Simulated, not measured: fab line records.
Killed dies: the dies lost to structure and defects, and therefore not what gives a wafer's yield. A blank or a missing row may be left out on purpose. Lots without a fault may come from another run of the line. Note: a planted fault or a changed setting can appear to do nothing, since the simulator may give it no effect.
fab line records	flow n5-finfet	part 1 of 2: steps 1 to 4 of 6
record lots=24	wafers=72	last-day=18
route steps=1938 shown GATE_CUT@488 MOL_CONTACT_COAG@532
lots untouched by any fault: they come from a run of this same line in which no faults occurred
start-h: the number of hours between the record's first day and the start of the first shown wafer of the lot	wait-h: how many hours have passed since the lot's step before this one	" unchanged from the row above	L1.1+2: several wafers, shown together as one row	- no value, or no start was given	* or withheld: withheld	< > ~ a bound
route shown NAME@n: names a module that has steps shown in the file, with the first one's number in the route	usual: mean/standard deviation of fault-free wafers	same: alike in all rows	chamber/n: place in a boat	sites: each site's reading	_std_site: their standard deviation	_edge_site: outer sites' mean less inner sites'	radius-mm: how far each site lies from the wafer's centre	mask NAME#n: copy n	behind: the last tool/chamber to shape the wafer	hold: why the lot went on hold/how many hours it stayed there/how the hold came to an end	device: the n, p or np transistor that did not switch	end of line: the same wafers' tests at the end of the route	where a step has no rows: the recipe by itself	killed: the dies lost at the first sort to structure and to defects; this is not the yield of the wafer	map: a wafer's dies, x killed, . not, _ none there
set.NAME: the setting that was run; set.NAME@STEP: the one run at that earlier step	model.NAME: the simulator's own value behind a step, which no gauge read
a sample of lots followed through the steps of the route, with each step as a table and each wafer as a row
services: when a tool's chamber went out of use (start-h, in hours from the record's first day, below 0 if earlier), for how many hours, and the reason
## steps
# step N5_GATE_CUT_OVL_MEAS_14
# recipe points-per-wafer=522
# usual GATE_CUT_OVL=0.0/0.72
lot.wafer	tool	chamber	start-h	wait-h	GATE_CUT_OVL[nm]
L074.3	overlay-02	0	84.42	0.0	0.7
L074.4	"	0	"	"	0.1
L074.5	"	0	"	"	1.2
L075.2	overlay-02	0	88.48	0.0	-0.8
L075.3	"	0	"	"	-1.7
L075.5	"	0	"	"	-0.6
L076.1	overlay-02	0	95.30	0.0	-1.0
L076.2	"	0	"	"	0.3
L076.4	"	0	"	"	0.6
L077.4	overlay-02	0	103.05	0.0	0.7
L077.5	"	0	"	"	1.5
L077.6	"	0	"	"	0.3
L078.2	overlay-02	0	106.19	0.0	-1.5
L078.3	"	0	"	"	-0.1
L078.6	"	0	"	"	-0.6
L079.2	overlay-01	0	116.50	0.0	0.8
L079.3	"	0	"	"	1.2
L079.4	"	0	"	"	1.2
L080.2	overlay-01	0	118.95	0.0	0.6
L080.4	"	0	"	"	0.4
L080.5	"	0	"	"	0.6
L081.2	overlay-01	0	130.72	0.0	-0.7
L081.5	"	0	"	"	1.3
L081.6	"	0	"	"	-0.3
L082.1	overlay-01	0	134.22	0.0	0.1
L082.2	"	0	"	"	2.0
L082.6	"	0	"	"	0.6
L083.4	overlay-01	0	137.35	0.0	0.1
L083.5	"	0	"	"	-0.5
L083.6	"	0	"	"	0.2
L084.2	overlay-02	0	149.93	0.0	1.1
L084.4	"	0	"	"	1.2
L084.6	"	0	"	"	-0.2
L085.1	overlay-01	0	153.08	0.0	0.6
L085.4	"	0	"	"	0.1
L085.5	"	0	"	"	0.6
L086.1	overlay-01	0	159.33	0.0	1.1
L086.4	"	0	"	"	-0.2
L086.6	"	0	"	"	0.2
L087.1	overlay-01	0	164.89	0.0	1.8
L087.2	"	0	"	"	0.8
L087.3	"	0	"	"	0.3
L088.1	overlay-02	0	167.29	0.0	1.0
L088.3	"	0	"	"	-0.1
L088.4	"	0	"	"	0.2
L089.4	overlay-02	0	173.23	0.0	-0.1
L089.5	"	0	"	"	0.0
L089.6	"	0	"	"	-1.1
L090.1	overlay-01	0	179.43	0.0	-1.3
L090.2	"	0	"	"	-0.1
L090.3	"	0	"	"	-0.2
L091.1	overlay-01	0	183.47	0.0	-1.7
L091.3	"	0	"	"	-0.7
L091.6	"	0	"	"	-0.8
L092.1	overlay-02	0	194.40	0.0	0.1
L092.4	"	0	"	"	-1.1
L092.5	"	0	"	"	-0.5
L093.1	overlay-01	0	200.25	0.0	0.1
L093.4	"	0	"	"	-0.5
L093.6	"	0	"	"	-0.6
L094.2	overlay-01	0	204.94	0.0	0.0
L094.3	"	0	"	"	0.4
L094.6	"	0	"	"	0.5
L095.2	overlay-02	0	215.06	0.0	0.2
L095.4	"	0	"	"	-0.6
L095.5	"	0	"	"	0.3
L097.2	overlay-01	0	223.69	0.0	0.5
L097.3	"	0	"	"	-0.2
L097.5	"	0	"	"	-1.1
L096.3	overlay-02	0	224.35	0.0	0.4
L096.4	"	0	"	"	-0.2
L096.6	"	0	"	"	-1.0
# step N5_GATE_CUT_ETCH_19
# recipe chemistry=CH3F/O2	target=SiNx	mask-material=SiO2	target-depth-a=537	time-s=76.7	pressure-mtorr=30	source-w=395	bias-w=73	Ar_flow_sccm=150	CH3F_flow_sccm=30	O2_flow_sccm=20	ion-energy-ev=120	ends=cleared
# usual drypump-motor-current-A=5.8/0.38	etch-rf-on-time-s=76.4/1.3	oes-product-au=0.68/0.072	rf-vpp-V=295/4.7	showerhead-plenum-p-Torr=2.00/0.072	throttle-valve-pct=16.42/0.2
lot.wafer	tool	chamber	start-h	wait-h	drypump-motor-current-A	etch-rf-on-time-s	oes-product-au	rf-hours-counter-h	rf-vpp-V	showerhead-plenum-p-Torr	throttle-valve-pct
L074.3	rie-diel-02	3	85.91	0.0	5.4	75.7	0.65	130	307	2.00	16.32
L074.4	"	3	"	"	5.5	76.5	0.64	-	308	2.00	16.31
L074.5	"	0	"	"	5.0	75.9	0.69	-	291	1.86	16.44
L075.2	rie-diel-03	0	88.86	0.0	5.4	75.6	0.64	157	299	2.00	16.72
L075.3	"	3	"	"	6.3	76.9	0.72	74	291	2.13	16.41
L075.5	"	1	"	"	5.8	74.9	0.59	-	295	2.06	16.64
L076.1	rie-diel-03	0	95.68	0.0	5.4	77.2	0.63	159	297	2.00	16.73
L076.2	"	1	"	"	5.8	74.5	0.59	237	295	2.06	16.63
L076.4	"	2	"	"	5.7	75.7	0.77	30	293	2.03	16.23
L077.4	rie-diel-03	2	103.41	0.0	5.7	75.8	0.76	32	292	2.03	16.26
L077.5	"	2	"	"	5.7	74.6	0.77	-	293	2.03	16.27
L077.6	"	1	"	"	5.8	74.0	0.60	-	294	2.06	16.64
L078.2	rie-diel-03	0	106.56	0.0	5.4	74.8	0.64	163	299	2.00	16.73
L078.3	"	1	"	"	5.8	74.3	0.60	242	297	2.06	16.64
L078.6	"	1	"	"	5.8	73.5	0.60	-	295	2.06	16.63
L079.2	rie-diel-03	3	116.87	0.0	6.3	77.4	0.72	82	289	2.12	16.42
L079.3	"	1	"	"	5.8	75.3	0.59	244	295	2.06	16.66
L079.4	"	2	"	"	5.7	76.4	0.75	35	292	2.03	16.26
L080.2	rie-diel-04	3	119.32	0.0	6.0	77.4	0.60	245	297	1.97	16.64
L080.4	"	0	"	"	6.4	77.4	0.69	91	301	1.88	16.47
L080.5	"	1	"	"	6.2	75.1	0.71	-	293	2.03	16.22
L081.2	rie-diel-04	2	131.26	0.0	5.5	79.6	0.57	239	294	2.06	16.60
L081.5	"	1	"	"	6.2	75.7	0.70	-	293	2.02	16.23
L081.6	"	0	"	"	6.3	78.2	0.69	-	301	1.87	16.47
L082.1	rie-diel-04	2	134.59	0.0	5.5	79.7	0.57	240	292	2.06	16.61
L082.2	"	0	"	"	6.3	77.9	0.68	96	300	1.87	16.46
L082.6	"	0	"	"	6.3	77.8	0.68	-	301	1.87	16.47
L083.4	rie-diel-03	0	137.98	0.0	5.4	76.2	0.63	171	299	2.00	16.73
L083.5	"	1	"	"	5.8	74.9	0.59	-	294	2.06	16.64
L083.6	"	0	"	"	5.4	76.2	0.64	-	299	2.00	16.74
L084.2	rie-diel-02	1	150.58	0.0	5.2	75.8	0.78	16	294	1.96	15.94
L084.4	"	3	"	"	5.4	76.6	0.64	151	307	2.00	16.35
L084.6	"	0	"	"	5.0	76.6	0.67	-	290	1.85	16.48
L085.1	rie-diel-03	2	153.55	0.0	5.7	76.1	0.74	46	293	2.03	16.28
L085.4	"	0	"	"	5.4	77.5	0.62	-	297	2.00	16.76
L085.5	"	3	"	"	6.3	77.2	0.70	-	289	2.12	16.45
L086.1	rie-diel-03	3	159.71	0.0	6.3	77.9	0.69	95	290	2.12	16.44
L086.4	"	3	"	"	6.3	78.4	0.70	-	290	2.12	16.45
L086.6	"	0	"	"	5.4	77.6	0.62	-	297	2.00	16.75
L087.1	rie-diel-04	0	165.76	0.0	6.4	77.7	0.67	109	301	1.87	16.50
L087.2	"	1	"	"	6.2	75.2	0.69	93	292	2.02	16.25
L087.3	"	3	"	"	6.0	75.1	0.85	0	295	1.97	16.21
L088.1	rie-diel-02	1	167.90	0.0	5.2	74.3	0.78	21	294	1.96	15.94
L088.3	"	2	"	"	5.8	76.1	0.60	221	302	1.98	16.36
L088.4	"	0	"	"	5.0	76.0	0.67	143	291	1.85	16.47
L089.4	rie-diel-04	0	173.63	0.0	6.3	79.3	0.65	-	299	1.87	16.48
L089.5	"	1	"	"	6.2	77.1	0.67	-	293	2.02	16.26
L089.6	"	3	"	"	6.1	75.7	0.82	-	297	1.97	16.19
L090.1	rie-diel-03	0	179.80	0.0	5.4	77.5	0.62	186	296	1.99	16.78
L090.2	"	3	"	"	6.3	77.4	0.69	103	290	2.12	16.47
L090.3	"	1	"	"	5.8	76.1	0.83	2	287	2.06	16.15
L091.1	rie-diel-03	1	184.01	0.0	5.8	75.0	0.82	3	286	2.06	16.17
L091.3	"	0	"	"	5.4	77.4	0.62	187	296	1.99	16.78
L091.6	"	0	"	"	5.4	77.1	0.61	-	298	1.99	16.77
L092.1	rie-diel-04	2	194.88	0.0	5.5	75.8	0.84	2	292	2.05	16.16
L092.4	"	1	"	"	6.1	75.2	0.68	104	292	2.02	16.28
L092.5	"	3	"	"	6.1	74.5	0.80	-	295	1.97	16.21
L093.1	rie-diel-03	1	200.63	0.0	5.8	76.0	0.80	9	287	2.05	16.18
L093.4	"	3	"	"	6.3	78.0	0.68	111	290	2.11	16.48
L093.6	"	2	"	"	5.7	76.6	0.72	-	293	2.02	16.30
L094.2	rie-diel-02	2	205.31	0.0	5.7	77.2	0.58	232	301	1.98	16.37
L094.3	"	3	"	"	5.5	75.8	0.63	167	306	1.99	16.40
L094.6	"	3	"	"	5.5	76.2	0.62	-	307	1.99	16.40
L095.2	rie-diel-03	1	215.43	0.0	5.8	74.7	0.80	12	286	2.05	16.19
L095.4	"	0	"	"	5.4	76.7	0.61	197	296	1.99	16.80
L095.5	"	0	"	"	5.4	77.4	0.61	-	297	1.99	16.79
L097.2	rie-diel-04	1	224.32	0.0	6.2	75.1	0.67	113	293	2.01	16.30
L097.3	"	3	"	"	6.0	74.8	0.79	21	297	1.96	16.24
L097.5	"	2	"	"	5.5	76.2	0.79	-	292	2.05	16.20
L096.3	rie-diel-04	3	224.72	0.0	6.0	74.9	0.78	21	297	1.96	16.25
L096.4	"	0	"	"	6.4	78.0	0.66	129	299	1.86	16.53
L096.6	"	1	"	"	6.2	75.1	0.68	-	292	2.01	16.30
# step N5_GATE_CUT_VAPOR_ETCH_48
# recipe chemistry=BCl3/Cl2	target=TiN	mode=isotropic
# usual drypump-motor-current-A=6.1/0.41	oes-product-au=0.83/0.085
lot.wafer	tool	chamber	start-h	wait-h	drypump-motor-current-A	oes-product-au
L074.3	rie-metal-03	1	86.21	0.0	6.4	0.88
L074.4	"	0	"	"	6.3	0.96
L074.5	"	0	"	"	6.3	0.97
L075.2	rie-metal-02	1	89.15	0.0	6.1	0.82
L075.3	"	0	"	"	5.6	0.74
L075.5	"	0	"	"	5.6	0.73
L076.1	rie-metal-02	1	95.97	0.0	6.1	0.80
L076.2	"	0	"	"	5.6	0.73
L076.4	"	1	"	"	6.0	0.80
L077.4	rie-metal-03	0	103.71	0.0	6.3	0.96
L077.5	"	0	"	"	6.4	0.96
L077.6	"	1	"	"	6.4	0.87
L078.2	rie-metal-02	0	106.85	0.0	5.6	0.73
L078.3	"	0	"	"	5.6	0.73
L078.6	"	1	"	"	6.0	0.81
L079.2	rie-metal-02	0	117.22	0.0	5.6	0.73
L079.3	"	0	"	"	5.6	0.73
L079.4	"	1	"	"	6.1	0.81
L080.2	rie-metal-03	1	119.61	0.0	6.4	0.87
L080.4	"	1	"	"	6.3	0.87
L080.5	"	0	"	"	6.4	0.94
L081.2	rie-metal-03	0	131.54	0.0	6.3	0.93
L081.5	"	0	"	"	6.3	0.93
L081.6	"	1	"	"	6.4	0.85
L082.1	rie-metal-03	0	134.88	0.0	6.4	0.93
L082.2	"	1	"	"	6.4	0.86
L082.6	"	0	"	"	6.3	0.93
L083.4	rie-metal-02	0	138.28	0.0	5.6	0.72
L083.5	"	0	"	"	5.6	0.72
L083.6	"	1	"	"	6.0	0.79
L084.2	rie-metal-03	1	150.87	0.0	6.4	0.85
L084.4	"	1	"	"	6.4	0.85
L084.6	"	0	"	"	6.4	0.91
L085.1	rie-metal-03	1	153.84	0.0	6.4	0.85
L085.4	"	0	"	"	6.3	0.92
L085.5	"	0	"	"	6.3	0.92
L086.1	rie-metal-03	0	159.99	0.0	6.3	0.91
L086.4	"	1	"	"	6.4	0.84
L086.6	"	1	"	"	6.4	0.84
L087.1	rie-metal-01	0	166.05	0.0	4.7	0.92
L087.2	"	1	"	"	6.3	0.60
L087.3	"	0	"	"	4.7	0.92
L088.1	rie-metal-02	0	168.19	0.0	5.6	0.71
L088.3	"	1	"	"	6.1	0.78
L088.4	"	0	"	"	5.6	0.72
L089.4	rie-metal-03	0	173.88	0.0	6.3	0.90
L089.5	"	0	"	"	6.4	0.90
L089.6	"	1	"	"	6.4	0.85
L090.1	rie-metal-02	0	180.09	0.0	5.7	0.72
L090.2	"	1	"	"	6.1	0.78
L090.3	"	1	"	"	6.0	0.78
L091.1	rie-metal-03	0	184.30	0.0	6.4	0.90
L091.3	"	0	"	"	6.3	0.90
L091.6	"	1	"	"	6.3	0.84
L092.1	rie-metal-02	1	195.17	0.0	6.0	0.78
L092.4	"	0	"	"	5.6	0.72
L092.5	"	0	"	"	5.6	0.71
L093.1	rie-metal-02	0	200.91	0.0	5.6	0.71
L093.4	"	1	"	"	6.0	0.77
L093.6	"	0	"	"	5.6	0.71
L094.2	rie-metal-03	0	205.60	0.0	6.3	0.89
L094.3	"	0	"	"	6.3	0.89
L094.6	"	0	"	"	6.3	0.90
L095.2	rie-metal-01	1	215.72	0.0	6.3	0.98
L095.4	"	1	"	"	6.3	0.99
L095.5	"	0	"	"	4.7	0.90
L097.2	rie-metal-03	1	224.60	0.0	6.4	0.83
L097.3	"	0	"	"	6.3	0.88
L097.5	"	1	"	"	6.4	0.83
L096.3	rie-metal-02	0	225.01	0.0	5.6	0.70
L096.4	"	1	"	"	6.0	0.76
L096.6	"	0	"	"	5.6	0.70
# step N5_GATE_CUT_VAPOR_ETCH_49
# recipe chemistry=BCl3/Cl2	target=TiAlC	mode=isotropic
# usual drypump-motor-current-A=6.0/0.4	oes-product-au=0.83/0.086
lot.wafer	tool	chamber	start-h	wait-h	drypump-motor-current-A	oes-product-au
L074.3	rie-metal-03	1	86.24	0.0	6.4	0.88
L074.4	"	0	"	"	6.3	0.97
L074.5	"	0	"	"	6.3	0.97
L075.2	rie-metal-02	1	89.18	0.0	6.0	0.83
L075.3	"	0	"	"	5.6	0.74
L075.5	"	0	"	"	5.6	0.74
L076.1	rie-metal-02	1	96.00	0.0	6.0	0.82
L076.2	"	0	"	"	5.6	0.73
L076.4	"	1	"	"	6.0	0.81
L077.4	rie-metal-03	0	103.74	0.0	6.3	0.96
L077.5	"	0	"	"	6.3	0.96
L077.6	"	1	"	"	6.4	0.88
L078.2	rie-metal-02	0	106.88	0.0	5.6	0.73
L078.3	"	0	"	"	5.6	0.73
L078.6	"	1	"	"	6.0	0.81
L079.2	rie-metal-02	0	117.26	0.0	5.6	0.73
L079.3	"	0	"	"	5.6	0.73
L079.4	"	1	"	"	6.0	0.80
L080.2	rie-metal-03	1	119.64	0.0	6.4	0.87
L080.4	"	1	"	"	6.4	0.86
L080.5	"	0	"	"	6.3	0.95
L081.2	rie-metal-03	0	131.57	0.0	6.3	0.93
L081.5	"	0	"	"	6.4	0.93
L081.6	"	1	"	"	6.4	0.87
L082.1	rie-metal-03	0	134.91	0.0	6.3	0.92
L082.2	"	1	"	"	6.4	0.87
L082.6	"	0	"	"	6.3	0.92
L083.4	rie-metal-02	0	138.31	0.0	5.6	0.73
L083.5	"	0	"	"	5.6	0.72
L083.6	"	1	"	"	6.0	0.78
L084.2	rie-metal-03	1	150.90	0.0	6.4	0.86
L084.4	"	1	"	"	6.4	0.86
L084.6	"	0	"	"	6.3	0.92
L085.1	rie-metal-03	1	153.87	0.0	6.4	0.86
L085.4	"	0	"	"	6.3	0.93
L085.5	"	0	"	"	6.3	0.93
L086.1	rie-metal-03	0	160.02	0.0	6.3	0.92
L086.4	"	1	"	"	6.3	0.85
L086.6	"	1	"	"	6.4	0.86
L087.1	rie-metal-01	0	166.08	0.0	4.7	0.92
L087.2	"	1	"	"	6.2	0.61
L087.3	"	0	"	"	4.7	0.92
L088.1	rie-metal-02	0	168.22	0.0	5.6	0.72
L088.3	"	1	"	"	6.0	0.79
L088.4	"	0	"	"	5.6	0.72
L089.4	rie-metal-03	0	173.91	0.0	6.3	0.92
L089.5	"	0	"	"	6.3	0.92
L089.6	"	1	"	"	6.4	0.85
L090.1	rie-metal-02	0	180.12	0.0	5.6	0.72
L090.2	"	1	"	"	6.0	0.78
L090.3	"	1	"	"	6.0	0.77
L091.1	rie-metal-03	0	184.33	0.0	6.3	0.90
L091.3	"	0	"	"	6.3	0.89
L091.6	"	1	"	"	6.4	0.83
L092.1	rie-metal-02	1	195.20	0.0	6.0	0.77
L092.4	"	0	"	"	5.6	0.71
L092.5	"	0	"	"	5.6	0.72
L093.1	rie-metal-02	0	200.94	0.0	5.6	0.71
L093.4	"	1	"	"	6.1	0.77
L093.6	"	0	"	"	5.6	0.72
L094.2	rie-metal-03	0	205.63	0.0	6.3	0.89
L094.3	"	0	"	"	6.3	0.89
L094.6	"	0	"	"	6.3	0.88
L095.2	rie-metal-01	1	215.75	0.0	6.3	0.99
L095.4	"	1	"	"	6.2	0.99
L095.5	"	0	"	"	4.7	0.91
L097.2	rie-metal-03	1	224.63	0.0	6.4	0.84
L097.3	"	0	"	"	6.4	0.89
L097.5	"	1	"	"	6.3	0.83
L096.3	rie-metal-02	0	225.04	0.0	5.6	0.70
L096.4	"	1	"	"	6.1	0.77
L096.6	"	0	"	"	5.6	0.70
